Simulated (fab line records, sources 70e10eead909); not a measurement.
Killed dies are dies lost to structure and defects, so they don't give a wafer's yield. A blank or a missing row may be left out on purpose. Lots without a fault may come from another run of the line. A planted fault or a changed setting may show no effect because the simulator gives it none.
Problem report in the 8D (eight disciplines) form, filled by code | flow nand_harc | the parts of the form that need people (team, actions taken, sign-off) are left out

1. THE PROBLEM
killed_at_array at NHARC_END_SORT_01 reads a mean of 103 on 6 wafers of 2 lots; wafers without a fault read 28 with a standard deviation of 8.9. That is +8.4 standard deviations from the usual mean.
First seen on wafer L162.1, day 21 22:43, on prober-01. The record holds 6 wafers of 2 lots with a number at this step. Rule for "out", or "out of limits": more than 4 standard deviations from the usual mean. The other wafers with a number count as sound.

2. WHAT IT IS AND WHAT IT IS NOT
question                    | is                           | is not
which readings at this step | killed_at_array, killed_dies | killed_at_other, killed_at_periphery, killed_open, killed_short
which lots                  | L160, L162                   | -
which wafers of those lots  | all that have a number       | -
read on which gauges        | prober-01, prober-02         | -
when                        | from day 21 22:43            | up to then (0 sound wafers)

3. SUSPECTS, AND WHAT RULES EACH OUT
Counting: a tool at a process step up to the reading stays a suspect if it ran every lot that is out and no sound lot after the first of them.
- the gauge at NHARC_END_SORT_01: ruled out. The wafers that are out were read on 2 gauges (prober-01, prober-02).
- pecvd_onon-03 at NHARC_A_ONON_D1_DEP_12 (target thk 1000 nm): kept. It ran every lot that is out, first L160 (day 9 18:38), and no sound lot after that.
- rtp_anneal-02 at NHARC_A_M1_ANNEAL_31 (time 90 s): kept. It ran every lot that is out, first L160 (day 20 11:04), and no sound lot after that.
Left after counting: pecvd_onon-03 at NHARC_A_ONON_D1_DEP_12, rtp_anneal-02 at NHARC_A_M1_ANNEAL_31.

4. THE CAUSE (what the simulator had put in)
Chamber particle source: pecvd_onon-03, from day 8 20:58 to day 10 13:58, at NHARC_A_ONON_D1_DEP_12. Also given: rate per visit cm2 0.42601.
Counting left 2 suspects, and this tool is among them.

5. THE CHAIN OF EFFECTS, in route order
Each row: a reading whose mean over the struck wafers that have a number lies more than 3 standard deviations from the usual. Only readings for which the record gives a usual standard deviation are gone through. hours: the time from each lot's start at the first step in this table that gives one to its start at this step, as a median over the lots. sigmas: the change in usual standard deviations.
hours | step              | reading         | usual | on struck wafers | change | sigmas
0     | NHARC_END_SORT_01 | killed_at_array | 28    | 103              | +75    | +8.4
0     | NHARC_END_SORT_01 | killed_dies     | 32    | 108              | +76    | +8.1

6. WHAT WOULD HAVE CAUGHT IT SOONER
In this record the first reading out of limits at a measuring or inspecting step was taken at day 21 22:43, 314 hours after the fault began at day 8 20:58.
Of the tool readings at NHARC_A_ONON_D1_DEP_12 for which the record gives a usual standard deviation, none was out on any struck wafer, so an alarm limit of 4 standard deviations on them would not have fired.
All the lots that are out (2) had begun NHARC_A_ONON_D1_DEP_12 on pecvd_onon-03 by day 21 22:43. A hold on the tool at that time would have spared none of them.
